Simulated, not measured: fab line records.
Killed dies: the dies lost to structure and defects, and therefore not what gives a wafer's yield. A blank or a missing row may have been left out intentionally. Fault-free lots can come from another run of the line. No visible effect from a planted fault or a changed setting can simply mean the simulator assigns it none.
Which of the tools did it? :: flow n5 finfet :: 24 lots, 72 wafers sampled, at 4 steps of a route of 1938

## WHAT THE GAUGES READ, wafer by wafer
N5_BEOL_M7_THK_MEAS_01. Usual: for M7_ILD_THK the level is 155.1 nm and the standard deviation is 1.9.
lot: L074
measured: day 10 00:06
on: film metro-01
M7_ILD_THK (nm): 154.5 154.6 155.5
flag: 

lot: L075
measured: day 10 18:23
on: film metro-01
M7_ILD_THK (nm): 153.0 156.6 158.6
flag: 

lot: L077
measured: day 11 05:44
on: film metro-02
M7_ILD_THK (nm): 154.1 155.9 156.4
flag: 

lot: L076
measured: day 11 15:11
on: film metro-01
M7_ILD_THK (nm): 155.1 156.0 154.4
flag: 

lot: L078
measured: day 12 03:05
on: film metro-01
M7_ILD_THK (nm): 156.7 157.2 156.4
flag: 

lot: L079
measured: day 12 08:39
on: film metro-02
M7_ILD_THK (nm): 154.9 153.0 158.4
flag: 

lot: L080
measured: day 12 17:19
on: film metro-02
M7_ILD_THK (nm): 154.8 158.7 156.3
flag: 

lot: L081
measured: day 14 03:14
on: film metro-01
M7_ILD_THK (nm): 153.4 154.1 155.5
flag: 

lot: L083
measured: day 14 23:49
on: film metro-02
M7_ILD_THK (nm): 152.0 153.0 154.0
flag: 

lot: L084
measured: day 15 05:21
on: film metro-01
M7_ILD_THK (nm): 158.4 155.6 158.0
flag: 

lot: L085
measured: day 15 12:38
on: film metro-01
M7_ILD_THK (nm): 150.9 152.5 156.5
flag: 

lot: L086
measured: day 15 20:01
on: film metro-02
M7_ILD_THK (nm): 155.4 157.1 154.0
flag: 

lot: L087
measured: day 16 08:20
on: film metro-02
M7_ILD_THK (nm): 154.5 155.7 155.8
flag: 

lot: L090
measured: day 16 10:19
on: film metro-01
M7_ILD_THK (nm): 154.2 155.8 155.9
flag: 

lot: L088
measured: day 16 20:35
on: film metro-01
M7_ILD_THK (nm): 154.1 155.8 154.8
flag: 

lot: L095
measured: day 17 07:30
on: film metro-02
M7_ILD_THK (nm): 154.1 154.6 155.5
flag: 

lot: L097
measured: day 17 08:18
on: film metro-01
M7_ILD_THK (nm): 155.8 156.8 155.7
flag: 

lot: L091
measured: day 17 13:56
on: film metro-01
M7_ILD_THK (nm): 151.3 151.4 154.0
flag: 

lot: L092
measured: day 18 02:13
on: film metro-02
M7_ILD_THK (nm): 154.7 153.6 156.8
flag: 

lot: L093
measured: day 18 11:53
on: film metro-02
M7_ILD_THK (nm): 155.4 159.5 159.2
flag: 

lot: L094
measured: day 18 11:04
on: film metro-01
M7_ILD_THK (nm): 154.2 156.7 159.0
flag: 

lot: L089
measured: day 18 12:09
on: film metro-02
M7_ILD_THK (nm): 156.7 154.2 156.7
flag: 

lot: L082
measured: day 18 14:56
on: film metro-01
M7_ILD_THK (nm): 152.6 153.4 153.0
flag: 

lot: L096
measured: day 18 17:58
on: film metro-02
M7_ILD_THK (nm): 155.1 156.0 155.3
flag: 

## WHAT TOOL EACH LOT RAN ON (gives the tool, then ch and the chambers of the sampled wafers, and finally the start)
lot: L074
N5_BEOL_M5_ANNEAL_51: rtp anneal-02 ch 0, day 9 17:41
N5_BEOL_M6_DESCUM_16: rie diel-04 ch 0,3, day 9 19:53
N5_BEOL_M6_SURFACE_TREAT_79: pvd sputter-01, day 9 22:16

lot: L075
N5_BEOL_M5_ANNEAL_51: rtp anneal-01 ch 0, day 10 06:54
N5_BEOL_M6_DESCUM_16: rie diel-04 ch 1,2, day 10 09:47
N5_BEOL_M6_SURFACE_TREAT_79: pvd sputter-02, day 10 16:28

lot: L077
N5_BEOL_M5_ANNEAL_51: rtp anneal-01 ch 0, day 10 15:21
N5_BEOL_M6_DESCUM_16: rie diel-02 ch 0,1, day 10 18:11
N5_BEOL_M6_SURFACE_TREAT_79: pvd sputter-01, day 11 01:47

lot: L076
N5_BEOL_M5_ANNEAL_51: rtp anneal-01 ch 0, day 11 00:17
N5_BEOL_M6_DESCUM_16: rie diel-04 ch 0,1,3, day 11 04:41
N5_BEOL_M6_SURFACE_TREAT_79: pvd sputter-02, day 11 13:16

lot: L078
N5_BEOL_M5_ANNEAL_51: rtp anneal-01 ch 0, day 11 12:26
N5_BEOL_M6_DESCUM_16: rie diel-02 ch 1,2, day 11 16:17
N5_BEOL_M6_SURFACE_TREAT_79: pvd sputter-01, day 12 00:03

lot: L079
N5_BEOL_M5_ANNEAL_51: rtp anneal-02 ch 0, day 11 23:35
N5_BEOL_M6_DESCUM_16: rie diel-05 ch 1,3, day 12 02:16
N5_BEOL_M6_SURFACE_TREAT_79: pvd sputter-01, day 12 05:19

lot: L080
N5_BEOL_M5_ANNEAL_51: rtp anneal-02 ch 0, day 12 04:44
N5_BEOL_M6_DESCUM_16: rie diel-04 ch 0,1,3, day 12 07:41
N5_BEOL_M6_SURFACE_TREAT_79: pvd sputter-01, day 12 15:34

lot: L081
N5_BEOL_M5_ANNEAL_51: rtp anneal-01 ch 0, day 13 15:02
N5_BEOL_M6_DESCUM_16: rie diel-04 ch 0,3, day 13 19:01
N5_BEOL_M6_SURFACE_TREAT_79: pvd sputter-01, day 14 01:09

lot: L083
N5_BEOL_M5_ANNEAL_51: rtp anneal-01 ch 0, day 14 11:55
N5_BEOL_M6_DESCUM_16: rie diel-04 ch 0,2,3, day 14 14:51
N5_BEOL_M6_SURFACE_TREAT_79: pvd sputter-02, day 14 20:14

lot: L084
N5_BEOL_M5_ANNEAL_51: rtp anneal-01 ch 0, day 14 19:45
N5_BEOL_M6_DESCUM_16: rie diel-02 ch 0,1,3, day 14 23:12
N5_BEOL_M6_SURFACE_TREAT_79: pvd sputter-01, day 15 03:17

lot: L085
N5_BEOL_M5_ANNEAL_51: rtp anneal-02 ch 0, day 15 02:31
N5_BEOL_M6_DESCUM_16: rie diel-02 ch 0,1,3, day 15 06:23
N5_BEOL_M6_SURFACE_TREAT_79: pvd sputter-02, day 15 10:48

lot: L086
N5_BEOL_M5_ANNEAL_51: rtp anneal-01 ch 0, day 15 12:29
N5_BEOL_M6_DESCUM_16: rie diel-04 ch 0,3, day 15 14:40
N5_BEOL_M6_SURFACE_TREAT_79: pvd sputter-02, day 15 17:53

lot: L087
N5_BEOL_M5_ANNEAL_51: rtp anneal-01 ch 0, day 15 23:09
N5_BEOL_M6_DESCUM_16: rie diel-04 ch 1,2, day 16 01:28
N5_BEOL_M6_SURFACE_TREAT_79: pvd sputter-01, day 16 04:53

lot: L090
N5_BEOL_M5_ANNEAL_51: rtp anneal-02 ch 0, day 16 02:26
N5_BEOL_M6_DESCUM_16: rie diel-04 ch 0,1,3, day 16 04:54
N5_BEOL_M6_SURFACE_TREAT_79: pvd sputter-01, day 16 08:25

lot: L088
N5_BEOL_M5_ANNEAL_51: rtp anneal-01 ch 0, day 16 08:04
N5_BEOL_M6_DESCUM_16: rie diel-04 ch 1,2, day 16 12:26
N5_BEOL_M6_SURFACE_TREAT_79: pvd sputter-01, day 16 17:25

lot: L095
N5_BEOL_M5_ANNEAL_51: rtp anneal-02 ch 0, day 16 22:08
N5_BEOL_M6_DESCUM_16: rie diel-02 ch 1,2,3, day 17 01:14
N5_BEOL_M6_SURFACE_TREAT_79: pvd sputter-01, day 17 05:36

lot: L097
N5_BEOL_M5_ANNEAL_51: rtp anneal-02 ch 0, day 17 00:50
N5_BEOL_M6_DESCUM_16: rie diel-02 ch 1,2, day 17 03:56
N5_BEOL_M6_SURFACE_TREAT_79: pvd sputter-02, day 17 06:31

lot: L091
N5_BEOL_M5_ANNEAL_51: rtp anneal-01 ch 0, day 17 03:33
N5_BEOL_M6_DESCUM_16: rie diel-02 ch 0,1,3, day 17 06:50
N5_BEOL_M6_SURFACE_TREAT_79: pvd sputter-01, day 17 11:53

lot: L092
N5_BEOL_M5_ANNEAL_51: rtp anneal-02 ch 0, day 17 11:32
N5_BEOL_M6_DESCUM_16: rie diel-04 ch 1,3, day 17 15:13
N5_BEOL_M6_SURFACE_TREAT_79: pvd sputter-02, day 17 22:13

lot: L093
N5_BEOL_M5_ANNEAL_51: rtp anneal-01 ch 0, day 17 20:20
N5_BEOL_M6_DESCUM_16: rie diel-05 ch 0,2, day 18 01:19
N5_BEOL_M6_SURFACE_TREAT_79: pvd sputter-01, day 18 08:29

lot: L094
N5_BEOL_M5_ANNEAL_51: rtp anneal-02 ch 0, day 17 20:56
N5_BEOL_M6_DESCUM_16: rie diel-02 ch 0,2,3, day 18 01:28
N5_BEOL_M6_SURFACE_TREAT_79: pvd sputter-03, day 18 08:24

lot: L089
N5_BEOL_M5_ANNEAL_51: rtp anneal-02 ch 0, day 17 21:15
N5_BEOL_M6_DESCUM_16: rie diel-02 ch 0,1,3, day 18 01:55
N5_BEOL_M6_SURFACE_TREAT_79: pvd sputter-03, day 18 10:22

lot: L082
N5_BEOL_M5_ANNEAL_51: rtp anneal-02 ch 0, day 18 06:41
N5_BEOL_M6_DESCUM_16: rie diel-05 ch 0,2, day 18 09:19
N5_BEOL_M6_SURFACE_TREAT_79: pvd sputter-03, day 18 13:05

lot: L096
N5_BEOL_M5_ANNEAL_51: rtp anneal-01 ch 0, day 18 06:55
N5_BEOL_M6_DESCUM_16: rie diel-05 ch 1,2, day 18 11:22
N5_BEOL_M6_SURFACE_TREAT_79: pvd sputter-02, day 18 14:19
- N5_BEOL_M5_ANNEAL_51: time 90 s.
- N5_BEOL_M6_DESCUM_16: chemistry O2, time 7.9 s.
- N5_BEOL_M6_SURFACE_TREAT_79

## AS READ BY THE TOOLS THEMSELVES (means over the sampled wafers that have a number; for cases with no such wafer, the mark the record gives instead)
N5_BEOL_M5_ANNEAL_51. Usual: 226.14 for wafer_temp_C_max, sd 0.26.
lot: L074
tool: rtp anneal-02
wafer_temp_C_max: 226.08
flag: 

lot: L075
tool: rtp anneal-01
wafer_temp_C_max: 226.08
flag: 

lot: L077
tool: rtp anneal-01
wafer_temp_C_max: 226.21
flag: 

lot: L076
tool: rtp anneal-01
wafer_temp_C_max: 226.30
flag: 

lot: L078
tool: rtp anneal-01
wafer_temp_C_max: 226.43
flag: 

lot: L079
tool: rtp anneal-02
wafer_temp_C_max: 225.92
flag: 

lot: L080
tool: rtp anneal-02
wafer_temp_C_max: 226.47
flag: 

lot: L081
tool: rtp anneal-01
wafer_temp_C_max: 226.10
flag: 

lot: L083
tool: rtp anneal-01
wafer_temp_C_max: 226.01
flag: 

lot: L084
tool: rtp anneal-01
wafer_temp_C_max: 226.23
flag: 

lot: L085
tool: rtp anneal-02
wafer_temp_C_max: 225.82
flag: 

lot: L086
tool: rtp anneal-01
wafer_temp_C_max: 226.37
flag: 

lot: L087
tool: rtp anneal-01
wafer_temp_C_max: 226.35
flag: 

lot: L090
tool: rtp anneal-02
wafer_temp_C_max: 226.05
flag: 

lot: L088
tool: rtp anneal-01
wafer_temp_C_max: 226.08
flag: 

lot: L095
tool: rtp anneal-02
wafer_temp_C_max: 226.03
flag: 

lot: L097
tool: rtp anneal-02
wafer_temp_C_max: 225.90
flag: 

lot: L091
tool: rtp anneal-01
wafer_temp_C_max: 226.11
flag: 

lot: L092
tool: rtp anneal-02
wafer_temp_C_max: 225.83
flag: 

lot: L093
tool: rtp anneal-01
wafer_temp_C_max: 225.97
flag: 

lot: L094
tool: rtp anneal-02
wafer_temp_C_max: 225.99
flag: 

lot: L089
tool: rtp anneal-02
wafer_temp_C_max: 226.12
flag: 

lot: L082
tool: rtp anneal-02
wafer_temp_C_max: 225.82
flag: 

lot: L096
tool: rtp anneal-01
wafer_temp_C_max: 226.27
flag: 

N5_BEOL_M6_DESCUM_16. Usual: drypump motor current A 5.6 A, standard deviation 0.36; oes product au 0.81 a.u., standard deviation 0.094; rf vpp V 243.4 V, standard deviation 1.6; showerhead plenum p Torr 2.11 Torr, standard deviation 0.083; throttle valve pct 20.44 %, standard deviation 0.18.
lot: L074
tool: rie diel-04
drypump motor current A (A): 5.8
oes product au (a.u.): 0.85
rf vpp V (V): 245.1
showerhead plenum p Torr (Torr): 2.20
throttle valve pct (%): 20.41
flag: 

lot: L075
tool: rie diel-04
drypump motor current A (A): 5.4
oes product au (a.u.): 0.81
rf vpp V (V): 242.6
showerhead plenum p Torr (Torr): 2.04
throttle valve pct (%): 20.56
flag: 

lot: L077
tool: rie diel-02
drypump motor current A (A): 5.7
oes product au (a.u.): 0.72
rf vpp V (V): 243.0
showerhead plenum p Torr (Torr): 2.11
throttle valve pct (%): 20.43
flag: 

lot: L076
tool: rie diel-04
drypump motor current A (A): 5.6
oes product au (a.u.): 0.92
rf vpp V (V): 243.4
showerhead plenum p Torr (Torr): 2.13
throttle valve pct (%): 20.39
flag: 

lot: L078
tool: rie diel-02
drypump motor current A (A): 5.7
oes product au (a.u.): 0.73
rf vpp V (V): 245.6
showerhead plenum p Torr (Torr): 2.17
throttle valve pct (%): 20.48
flag: 

lot: L079
tool: rie diel-05
drypump motor current A (A): 6.2
oes product au (a.u.): 0.75
rf vpp V (V): 244.3
showerhead plenum p Torr (Torr): 2.18
throttle valve pct (%): 20.49
flag: 

lot: L080
tool: rie diel-04
drypump motor current A (A): 5.6
oes product au (a.u.): 0.90
rf vpp V (V): 243.7
showerhead plenum p Torr (Torr): 2.13
throttle valve pct (%): 20.38
flag: 

lot: L081
tool: rie diel-04
drypump motor current A (A): 5.8
oes product au (a.u.): 0.89
rf vpp V (V): 244.5
showerhead plenum p Torr (Torr): 2.19
throttle valve pct (%): 20.30
flag: 

lot: L083
tool: rie diel-04
drypump motor current A (A): 5.5
oes product au (a.u.): 0.92
rf vpp V (V): 243.4
showerhead plenum p Torr (Torr): 2.13
throttle valve pct (%): 20.25
flag: 

lot: L084
tool: rie diel-02
drypump motor current A (A): 5.6
oes product au (a.u.): 0.70
rf vpp V (V): 241.7
showerhead plenum p Torr (Torr): 2.04
throttle valve pct (%): 20.55
flag: 

lot: L085
tool: rie diel-02
drypump motor current A (A): 5.6
oes product au (a.u.): 0.70
rf vpp V (V): 241.9
showerhead plenum p Torr (Torr): 2.04
throttle valve pct (%): 20.55
flag: 

lot: L086
tool: rie diel-04
drypump motor current A (A): 5.8
oes product au (a.u.): 0.87
rf vpp V (V): 244.6
showerhead plenum p Torr (Torr): 2.19
throttle valve pct (%): 20.33
flag: 

lot: L087
tool: rie diel-04
drypump motor current A (A): 5.3
oes product au (a.u.): 0.89
rf vpp V (V): 241.9
showerhead plenum p Torr (Torr): 2.03
throttle valve pct (%): 20.29
flag: 

lot: L090
tool: rie diel-04
drypump motor current A (A): 5.6
oes product au (a.u.): 0.86
rf vpp V (V): 243.6
showerhead plenum p Torr (Torr): 2.12
throttle valve pct (%): 20.44
flag: 

lot: L088
tool: rie diel-04
drypump motor current A (A): 5.4
oes product au (a.u.): 0.86
rf vpp V (V): 241.9
showerhead plenum p Torr (Torr): 2.03
throttle valve pct (%): 20.47
flag: 

lot: L095
tool: rie diel-02
drypump motor current A (A): 5.7
oes product au (a.u.): 0.72
rf vpp V (V): 243.4
showerhead plenum p Torr (Torr): 2.10
throttle valve pct (%): 20.62
flag: 

lot: L097
tool: rie diel-02
drypump motor current A (A): 5.8
oes product au (a.u.): 0.70
rf vpp V (V): 244.7
showerhead plenum p Torr (Torr): 2.16
throttle valve pct (%): 20.54
flag: 

lot: L091
tool: rie diel-02
drypump motor current A (A): 5.6
oes product au (a.u.): 0.79
rf vpp V (V): 244.6
showerhead plenum p Torr (Torr): 2.13
throttle valve pct (%): 20.45
flag: 

lot: L092
tool: rie diel-04
drypump motor current A (A): 5.4
oes product au (a.u.): 0.83
rf vpp V (V): 243.2
showerhead plenum p Torr (Torr): 2.05
throttle valve pct (%): 20.56
flag: 

lot: L093
tool: rie diel-05
drypump motor current A (A): 6.1
oes product au (a.u.): 0.84
rf vpp V (V): 243.7
showerhead plenum p Torr (Torr): 2.12
throttle valve pct (%): 20.46
flag: 

lot: L094
tool: rie diel-02
drypump motor current A (A): 5.6
oes product au (a.u.): 0.81
rf vpp V (V): 243.4
showerhead plenum p Torr (Torr): 2.13
throttle valve pct (%): 20.47
flag: 

lot: L089
tool: rie diel-02
drypump motor current A (A): 5.7
oes product au (a.u.): 0.79
rf vpp V (V): 243.5
showerhead plenum p Torr (Torr): 2.12
throttle valve pct (%): 20.45
flag: 

lot: L082
tool: rie diel-05
drypump motor current A (A): 6.0
oes product au (a.u.): 0.85
rf vpp V (V): 244.2
showerhead plenum p Torr (Torr): 2.13
throttle valve pct (%): 20.46
flag: 

lot: L096
tool: rie diel-05
drypump motor current A (A): 5.5
oes product au (a.u.): 0.85
rf vpp V (V): 244.2
showerhead plenum p Torr (Torr): 2.18
throttle valve pct (%): 20.34
flag: 

## THE ANSWER, worked out from the rows above alone
Rule: lot off if the mean of its wafers having a number is beyond 3 standard deviations from the usual mean. A lot without any number at a reading at which 4 lots or more have one is off too. The other lots that the step has rows for count as sound. After the gauges, taken in route order, come the tools' own readings; for these a lot's mean is taken, as printed above. The first step at which some lot is off is used, and at that step the reading that is off furthest; a lot without a number counts as furthest.
Across all readings shown, no lot is off: no conclusion can be drawn from this.

## WHAT THE SIMULATOR HAD INSERTED
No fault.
